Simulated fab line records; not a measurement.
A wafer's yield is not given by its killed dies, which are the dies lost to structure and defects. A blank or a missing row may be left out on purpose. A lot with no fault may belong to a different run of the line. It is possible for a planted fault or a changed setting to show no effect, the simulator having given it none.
fab line records	flow n5Finfet
[record] lots = 7	wafers = 39
route steps=1938 shown WELL_APT@48 DUMMY_GATE@237 SD_EPI_P@321 SD_ACTIVATION@330 MOL_CONTACT_COAG@541
startH: start of the lot's first displayed wafer, in hours after the record's first day	waitH: time in hours since the lot's previous step	" unchanged from the row above	L1.1+2: one row covering several wafers at once	- no value present, or no start provided	* or withheld: withheld	< > ~ a bound
route shown NAME@n: names a module that has steps shown in the file, with the first one's number in the route	usual: mean/standard deviation of fault-free wafers	same: alike in all rows	chamber/n: place in a boat	sites: each site's reading	_std_site: how widely they spread, as a standard deviation	_edge_site: inner sites' mean taken away from outer sites' mean	radiusMm: how far each site lies from the wafer's centre	mask NAME#n: copy n	behind: tool/chamber where the wafer was last shaped	hold: the reason the lot was held/the length of the hold in hours/how it ended	device: whichever transistor did not switch (one of n, p or np)	end of line: at the end of the route, the tests of the same wafers	a step with no rows: only its recipe	killed: dies that structure and defects cost at the first sort, which is not the same as the wafer's yield	map: dies across one wafer; x = killed, . = not, _ = none there
set.NAME: the setting the step ran with; set.NAME@STEP: the setting that earlier step ran with	model.NAME: the simulator's own value behind a step, which no gauge read
lots run with intentionally changed settings; tables by step, rows by wafer
[[steps]]
[step N5_WELL_APT_IMPLANT_32]
[recipe] species = BF2	energyKev = 50	doseCm2 = 2e+13	tiltDeg = 0	rotationDeg = 0
lot.wafer	tool	chamber	startH	waitH	set.energyKev	model.implant.rpNm	model.implant.drpNm
L075.1+3+4	implanter-01	0	22.02	0.1	50	36.8	18.55
L075.2+5+6	"	0	"	"	55.74	40.99	20.08
L082.1+4+5	implanter-01	0	64.09	0.1	43.27	31.63	16.76
L082.2+3+6	"	0	"	"	50	36.31	18.55
L083.1+2+6	implanter-01	0	71.74	0.1	50	39.1	18.55
L085.1+3+6	implanter-02	0	81.12	0.1	56.1	42.18	20.18
L085.2+4+5	"	0	"	"	50	37.63	18.55
L087.1+3+6	implanter-01	0	94.16	0.1	50	36.51	18.55
L087.2+4+5	"	0	"	"	44.96	32.87	17.21
L093.1+2+4	implanter-02	0	129.42	0.1	50	37.83	18.55
L093.3+5+6	"	0	"	"	54.94	41.53	19.87
L096.1+3+4	implanter-02	0	147.04	0.1	50	35.41	18.55
L096.2+5+6	"	0	"	"	44.47	31.55	17.08
[step N5_DUMMY_GATE_ETCH_37]
[recipe] chemistry = N2/H2	target = SOC	targetDepthA = 600	overetchA = 300	tempC = 40	ionEnergyEv = 200	pressureMtorr = 30	sourceW = 840	biasW = 150	n2FlowSccm = 200	h2FlowSccm = 200
[usual] rfVppV = 524.5/1.9
lot.wafer	tool	chamber	startH	waitH	set.sourceW	rfVppV	model.SiARC_of_DUMMY_GATE_COAT_35.thkNm
L075.1	rieDiel-06	0	53.12	0.0	840	525.0	5
L075.2	"	2	"	"	840	525.9	5
L075.3	"	3	"	"	992.7	498.1	4.6
L075.4	"	1	"	"	992.7	494.4	4.6
L075.5	"	0	"	"	992.7	496.9	4.6
L075.6	"	3	"	"	840	525.1	5.2
L082.1	rieDiel-06	2	95.51	0.0	840	525.0	4.8
L082.2	"	1	"	"	746.6	543.6	5.4
L082.3	"	0	"	"	840	526.1	5
L082.4	"	3	"	"	746.6	547.3	5.4
L082.5	"	0	"	"	746.6	546.9	5.2
L082.6	"	3	"	"	840	525.5	5
L083.1	rieDiel-04	3	103.89	0.0	840	523.6	5
L083.2	"	1	"	"	840	526.2	5
L083.6	"	1	"	"	840	526.8	5
L085.1	rieDiel-06	0	114.12	0.0	840	526.3	5
L085.2	"	3	"	"	712.1	555.7	5.6
L085.3	"	1	"	"	712.1	550.7	5.4
L085.4	"	2	"	"	840	526.9	4.8
L085.5	"	2	"	"	840	525.4	4.8
L085.6	"	1	"	"	712.1	552.7	5.4
L087.1	rieDiel-06	0	128.63	0.0	840	527.3	5
L087.2	"	2	"	"	695.2	558.7	5.4
L087.3	"	3	"	"	695.2	559.7	5.6
L087.4	"	0	"	"	840	525.7	5
L087.5	"	2	"	"	695.2	560.0	5.4
L087.6	"	3	"	"	840	525.7	5.2
L093.1	rieDiel-04	0	159.77	0.0	840	523.6	5.2
L093.2	"	2	"	"	734	545.6	5.4
L093.3	"	1	"	"	734	549.5	5.4
L093.4	"	3	"	"	840	524.3	4.8
L093.5	"	3	"	"	734	549.0	5.2
L093.6	"	0	"	"	840	523.3	5.2
L096.1	rieDiel-06	2	178.83	0.0	840	523.9	4.8
L096.2	"	1	"	"	692.5	558.6	5.4
L096.3	"	0	"	"	840	526.3	5
L096.4	"	3	"	"	692.5	560.0	5.4
L096.5	"	0	"	"	840	527.3	5
L096.6	"	1	"	"	692.5	556.0	5.6
[step N5_DUMMY_GATE_ETCH_31]
[recipe] chemistry = C4F6/O2	target = SiO2	maskMaterial = SOC	targetDepthA = 825	timeS = 27.5	ionEnergyEv = 250	pressureMtorr = 30	sourceW = 345	biasW = 185	Ar_flow_sccm = 300	C4F6_flow_sccm = 10	O2_flow_sccm = 10
lot.wafer	tool	chamber	startH	waitH	set.targetDepthA	model.etch.depthNm	model.SOC_of_DUMMY_GATE_COAT_34.thkNm
L075.1	rieDiel-03	3	53.47	0.1	929	94.43	50.4
L075.2	"	0	"	"	929	96.18	50.2
L075.3	"	1	"	"	929	92.49	50.6
L075.4	"	2	"	"	825	81.69	51.6
L075.5	"	1	"	"	825	81.95	51.4
L075.6	"	0	"	"	825	84.38	51.4
L082.1	rieDiel-04	1	95.79	0.0	825	81.88	51.6
L082.2	"	2	"	"	760.4	76.54	52.2
L082.3	"	3	"	"	760.4	76.73	52
L082.4	"	0	"	"	825	80.77	51.6
L082.5	"	0	"	"	760.4	74.42	52.4
L082.6	"	1	"	"	825	82.96	51.4
L083.1	rieDiel-04	0	104.17	0.0	825	80.56	52.2
L083.2	"	2	"	"	825	82.03	52
L083.6	"	3	"	"	825	82.38	51.8
L085.1	rieDiel-06	1	114.40	0.0	825	81.81	51.8
L085.2	"	0	"	"	825	81.72	51.8
L085.3	"	2	"	"	825	83.42	51.8
L085.4	"	3	"	"	825	81.27	52
L085.5	"	0	"	"	825	81.68	51.8
L085.6	"	1	"	"	825	81.5	51.8
L087.1	rieDiel-03	2	129.06	0.1	825	84.93	51.2
L087.2	"	1	"	"	889.2	88.84	51.2
L087.3	"	0	"	"	889.2	91	51
L087.4	"	3	"	"	825	82.72	51.6
L087.5	"	3	"	"	825	82.6	51.6
L087.6	"	2	"	"	889.2	91.58	50.6
L093.1	rieDiel-06	0	160.06	0.1	924.1	91.92	50.8
L093.2	"	3	"	"	825	83.87	51.6
L093.3	"	1	"	"	825	81.76	51.8
L093.4	"	2	"	"	924.1	93	50.6
L093.5	"	2	"	"	924.1	93.63	50.8
L093.6	"	1	"	"	825	82.41	51.8
L096.1	rieDiel-03	2	179.46	0.0	825	83.61	51.6
L096.2	"	0	"	"	825	83.76	51.6
L096.3	"	3	"	"	873.2	86.59	51.6
L096.4	"	1	"	"	873.2	85.96	51.4
L096.5	"	1	"	"	825	81.92	52
L096.6	"	0	"	"	873.2	88.95	51.4
[step N5_DUMMY_GATE_ETCH_32]
[recipe] chemistry = CF4	target = SiO2	targetDepthA = 35	timeS = 3.9	ionEnergyEv = 350	pressureMtorr = 10	icpW = 800	biasW = 400	cf4FlowSccm = 80
lot.wafer	tool	chamber	startH	waitH	set.timeS	model.etch.depthNm
L075.1	rieSi-06	2	53.71	0.1	3.9	3.51
L075.2	"	0	"	"	3.9	3.493
L075.3	"	1	"	"	4.547	4.082
L075.4	"	3	"	"	3.9	3.578
L075.5	"	2	"	"	4.547	4.113
L075.6	"	3	"	"	4.547	4.148
L082.1	rieSi-06	1	96.04	0.1	3.434	3.117
L082.2	"	0	"	"	3.9	3.477
L082.3	"	3	"	"	3.9	3.564
L082.4	"	2	"	"	3.9	3.539
L082.5	"	2	"	"	3.434	3.113
L082.6	"	1	"	"	3.434	3.101
L083.1	rieSi-02	2	104.42	0.1	3.9	3.483
L083.2	"	0	"	"	3.9	3.506
L083.6	"	0	"	"	3.9	3.53
L085.1	rieSi-05	2	114.64	0.1	4.655	4.113
L085.2	"	0	"	"	3.9	3.473
L085.3	"	1	"	"	3.9	3.486
L085.4	"	3	"	"	4.655	4.124
L085.5	"	2	"	"	3.9	3.476
L085.6	"	3	"	"	4.655	4.149
L087.1	rieSi-06	1	129.31	0.1	3.9	3.49
L087.2	"	3	"	"	3.581	3.302
L087.3	"	0	"	"	3.9	3.477
L087.4	"	2	"	"	3.9	3.507
L087.5	"	2	"	"	3.581	3.23
L087.6	"	3	"	"	3.581	3.306
L093.1	rieSi-02	0	160.31	0.1	3.253	2.959
L093.2	"	3	"	"	3.9	3.541
L093.3	"	1	"	"	3.253	2.897
L093.4	"	2	"	"	3.253	2.915
L093.5	"	1	"	"	3.9	3.491
L093.6	"	0	"	"	3.9	3.556
L096.1	rieSi-05	3	179.71	0.1	3.9	3.485
L096.2	"	2	"	"	3.382	3.057
L096.3	"	1	"	"	3.9	3.56
L096.4	"	0	"	"	3.382	3.042
L096.5	"	3	"	"	3.382	3.046
L096.6	"	0	"	"	3.9	3.51
[step N5_SD_EPI_P_EPI_21]
[recipe] material = SiGe:B	dopant = B	tempC = 550	pressureTorr = 20	ambient = H2	timeS = 355
lot.wafer	tool	chamber	startH	waitH	set.epiGrowthTimeS	model.SiGe-B_of_SD_EPI_P_EPI_21.thkNm
L075.1	epiRpcvd-04	0	61.25	0.1	355	60.8
L075.2	"	0	"	"	355	60.4
L075.3	"	0	"	"	355	61
L075.4	"	0	"	"	355	61.2
L075.5	"	0	"	"	355	60.2
L075.6	"	0	"	"	355	59.8
L082.1+3	epiRpcvd-02	0	103.22	0.1	394.6	65.6
L082.2+4	"	0	"	"	355	61.6
L082.5	"	0	104.66	1.5	355	61.2
L082.6	"	0	"	"	394.6	64.8
L083.1	epiRpcvd-04	0	111.67	0.1	355	60.8
L083.2	"	0	"	"	355	61.4
L083.6	"	0	113.47	1.8	355	61.2
L085.1	epiRpcvd-02	0	123.21	0.1	374.6	63.6
L085.2	"	0	"	"	355	62
L085.3	"	0	"	"	355	61
L085.4	"	0	"	"	355	61.6
L085.5	"	0	"	"	374.6	63.4
L085.6	"	0	"	"	374.6	64
L087.1	epiRpcvd-03	0	138.03	0.1	355	61.6
L087.2+6	"	0	"	"	367.9	63
L087.3	"	0	"	"	355	61.4
L087.4	"	0	"	"	367.9	62.8
L087.5	"	0	"	"	355	62.4
L093.1	epiRpcvd-03	0	168.49	0.2	355	60.4
L093.2	"	0	"	"	355	61.6
L093.3	"	0	"	"	355	61.2
L093.4	"	0	"	"	355	61.8
L093.5	"	0	"	"	355	61.4
L093.6	"	0	"	"	355	62.4
L096.1	epiRpcvd-03	0	188.11	0.2	355	60.8
L096.2	"	0	"	"	355	61.6
L096.3	"	0	"	"	355	60.6
L096.4+5	"	0	"	"	366.2	62.2
L096.6	"	0	"	"	366.2	62
[step N5_SD_EPI_P_HM_STRIP_48]
[recipe] chemistry = H3PO4	tempC = 160	material = SiNx	target = SiNx	targetDepthA = 30	overetchFraction = 0.3
[step N5_SD_EPI_P_SRD_49]
[recipe] dry = ipaMarangoni	timeS = 30	tempC = 23	rinseLiquid = diw
[step N5_SD_EPI_P_PRECLEAN_24]
[recipe] chemistry = O3/DIW	timeS = 45	tempC = 22	o3Ppm = 10
lot.wafer	tool	chamber	startH	waitH	set.epiGrowthTimeS@SD_EPI_P_EPI_21	model.SiGe-B_of_SD_EPI_P_EPI_21.thkNm
L075.1	wetBench-01	2	63.56	0.0	355	60.4
L075.2	"	7	"	"	355	60
L075.3+4	"	1,0	"	"	355	60.6
L075.5	"	3	"	"	355	59.8
L075.6	"	6	"	"	355	59.4
L082.1+3	wetBench-05	2,0	105.54	0.0	394.6	65
L082.2+4	"	3,1	"	"	355	61.2
L082.5	"	6	"	"	355	60.8
L082.6	"	7	"	"	394.6	64.4
L083.1	wetBench-05	5	113.97	0.0	355	60.4
L083.2	"	3	"	"	355	61
L083.6	"	0	"	"	355	60.8
L085.1	wetBench-05	4	125.53	0.0	374.6	63.2
L085.2	"	2	"	"	355	61.6
L085.3	"	1	"	"	355	60.6
L085.4	"	6	"	"	355	61.2
L085.5	"	5	"	"	374.6	63
L085.6	"	3	"	"	374.6	63.4
L087.1	wetBench-02	0	140.33	0.0	355	61.2
L087.2	"	1	"	"	367.9	62.6
L087.3	"	2	"	"	355	61
L087.4+6	"	5,3	"	"	367.9	62.4
L087.5	"	4	"	"	355	62
L093.1	wetBench-02	0	171.52	0.0	355	60
L093.2+4	"	1,2	"	"	355	61.2
L093.3	"	4	"	"	355	60.6
L093.5	"	3	"	"	355	61
L093.6	"	7	"	"	355	61.8
L096.1	wetBench-02	0	191.14	0.0	355	60.4
L096.2	"	6	"	"	355	61
L096.3	"	4	"	"	355	60.2
L096.4+5	"	7,5	"	"	366.2	61.8
L096.6	"	1	"	"	366.2	61.6
[step N5_SD_EPI_P_PRECLEAN_32]
[recipe] chemistry = dHF	timeS = 10	dilution = 500:1	tempC = 25
[step N5_SD_EPI_P_PRECLEAN_33]
[recipe] chemistry = SC2	timeS = 45	tempC = 35	mix = 1:1:50
[step N5_SD_ACTIVATION_RTA_00]
[recipe] tempC = 975	timeS = 0	ambient = N2	idleTempC = 600	rampUpCPerS = 150	rampDownCPerS = 60	coolToC = 600
[step N5_SD_ACTIVATION_LSA_01]
[recipe] tempC = 1080	timeS = 0.0008	ambient = N2
[step N5_SD_ACTIVATION_RS_MEAS_03]
[recipe] thkMeasGauge = four-point-probe
[usual] RS_SD_N = 21.9/0.3	RS_SD_P = 56.1/0.82
lot.wafer	tool	chamber	startH	waitH	set.epiGrowthTimeS@SD_EPI_P_EPI_21	RS_SD_N[ohm/sq]	RS_SD_P[ohm/sq]
L075.1	filmMetro-01	-	64.07	0.2	355	22.3	56.2
L075.2	"	-	"	"	355	22.2	57.3
L075.3	"	-	"	"	355	21.9	56.6
L075.4	"	-	"	"	355	22.2	56.1
L075.5	"	-	"	"	355	22.3	57.1
L075.6	"	-	"	"	355	22.0	57.4
L082.1	filmMetro-02	-	106.04	0.2	394.6	21.4	53.1
L082.2	"	-	"	"	355	21.8	56.4
L082.3	"	-	"	"	394.6	21.6	53.1
L082.4	"	-	"	"	355	21.4	56.5
L082.5	"	-	"	"	355	21.5	56.6
L082.6	"	-	"	"	394.6	21.5	53.9
L083.1	filmMetro-02	-	114.55	0.2	355	21.8	56.1
L083.2	"	-	"	"	355	21.7	55.9
L083.6	"	-	"	"	355	21.8	55.7
L085.1	filmMetro-02	-	126.08	0.2	374.6	21.4	53.7
L085.2	"	-	"	"	355	21.5	55.0
L085.3	"	-	"	"	355	21.2	55.4
L085.4	"	-	"	"	355	21.8	55.1
L085.5	"	-	"	"	374.6	21.4	53.3
L085.6	"	-	"	"	374.6	21.5	53.1
L087.1	filmMetro-02	-	140.84	0.2	355	22.3	55.5
L087.2	"	-	"	"	367.9	22.1	54.2
L087.3	"	-	"	"	355	22.0	55.2
L087.4	"	-	"	"	367.9	22.0	54.2
L087.5	"	-	"	"	355	22.4	54.8
L087.6	"	-	"	"	367.9	22.2	54.2
L093.1	filmMetro-01	-	172.05	0.2	355	22.3	56.5
L093.2	"	-	"	"	355	22.0	55.2
L093.3	"	-	"	"	355	22.2	55.7
L093.4	"	-	"	"	355	22.2	54.5
L093.5	"	-	"	"	355	22.3	55.2
L093.6	"	-	"	"	355	22.2	54.7
L096.1	filmMetro-01	-	191.81	0.2	355	21.8	56.2
L096.2	"	-	"	"	355	21.7	55.5
L096.3	"	-	"	"	355	21.8	56.4
L096.4	"	-	"	"	366.2	22.0	55.3
L096.5	"	-	"	"	366.2	22.0	54.6
L096.6	"	-	"	"	366.2	21.7	55.5
[step N5_MOL_CONTACT_COAG_IMPLANT_129]
[recipe] species = Ge	energyKev = 3	doseCm2 = 6e+14	tiltDeg = 0	rotationDeg = 0
lot.wafer	tool	chamber	startH	waitH	set.energyKev	model.implant.rpNm	model.implant.drpNm
L075.1+3+6	implanter-02	0	95.90	0.0	3	6.119	2.134
L075.2+4+5	"	0	"	"	3.387	6.55	2.301
L082.1+2+4	implanter-02	0	136.60	0.0	3.91	6.854	2.516
L082.3+5+6	"	0	"	"	3	5.902	2.134
L083.1+2+6	implanter-01	0	148.00	0.0	3	6.009	2.134
L085.1+3+6	implanter-01	0	156.62	0.0	3.324	6.532	2.274
L085.2+4+5	"	0	"	"	3	6.167	2.134
L087.1+3+4	implanter-01	0	170.59	0.0	3	6.025	2.134
L087.2+5+6	"	0	"	"	2.469	5.41	1.892
L093.1+3+5	implanter-02	0	202.26	0.0	2.338	5.316	1.829
L093.2+4+6	"	0	"	"	3	6.099	2.134
L096.1+3+5	implanter-02	0	224.28	0.0	3	6.248	2.134
L096.2+4+6	"	0	"	"	2.61	5.784	1.958
[[key]]
[split] step = N5_WELL_APT_IMPLANT_32	setting = energyKev	stated = 50	by = wafer
[response] step = N5_WELL_APT_IMPLANT_32	reading = model.implant.rpNm	change = +0.36	per = 1%	r = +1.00
[response] step = N5_WELL_APT_IMPLANT_32	reading = model.implant.drpNm	change = +0.133	per = 1%	r = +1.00
[split] step = N5_DUMMY_GATE_ETCH_37	setting = sourceW	stated = 840	by = wafer
[response] step = N5_DUMMY_GATE_ETCH_37	reading = rfVppV	change = -1.8	per = 1%	r = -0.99
[response] step = N5_DUMMY_GATE_ETCH_37	reading = model.SiARC_of_DUMMY_GATE_COAT_35.thkNm	change = -0.0287	per = 1%	r = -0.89
[split] step = N5_DUMMY_GATE_ETCH_31	setting = targetDepthA	stated = 825	by = wafer
[response] step = N5_DUMMY_GATE_ETCH_31	reading = model.etch.depthNm	change = +0.86	per = 1%	r = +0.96
[response] step = N5_DUMMY_GATE_ETCH_31	reading = model.SOC_of_DUMMY_GATE_COAT_34.thkNm	change = -0.0792	per = 1%	r = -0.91
[split] step = N5_DUMMY_GATE_ETCH_32	setting = timeS	stated = 3.9	by = wafer
[response] step = N5_DUMMY_GATE_ETCH_32	reading = model.etch.depthNm	change = +0.0346	per = 1%	r = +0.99
[split] step = N5_SD_EPI_P_EPI_21	setting = epiGrowthTimeS	stated = 355	by = wafer
[response] step = N5_SD_EPI_P_EPI_21	reading = model.SiGe-B_of_SD_EPI_P_EPI_21.thkNm	change = +0.352	per = 1%	r = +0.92
[response] step = N5_SD_EPI_P_PRECLEAN_24	reading = model.SiGe-B_of_SD_EPI_P_EPI_21.thkNm	change = +0.341	per = 1%	r = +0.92
[response] step = N5_SD_ACTIVATION_RS_MEAS_03	reading = RS_SD_P	change = -0.29	per = 1%	r = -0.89
[split] step = N5_MOL_CONTACT_COAG_IMPLANT_129	setting = energyKev	stated = 3	by = wafer
[response] step = N5_MOL_CONTACT_COAG_IMPLANT_129	reading = model.implant.rpNm	change = +0.0334	per = 1%	r = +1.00
[response] step = N5_MOL_CONTACT_COAG_IMPLANT_129	reading = model.implant.drpNm	change = +0.0131	per = 1%	r = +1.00
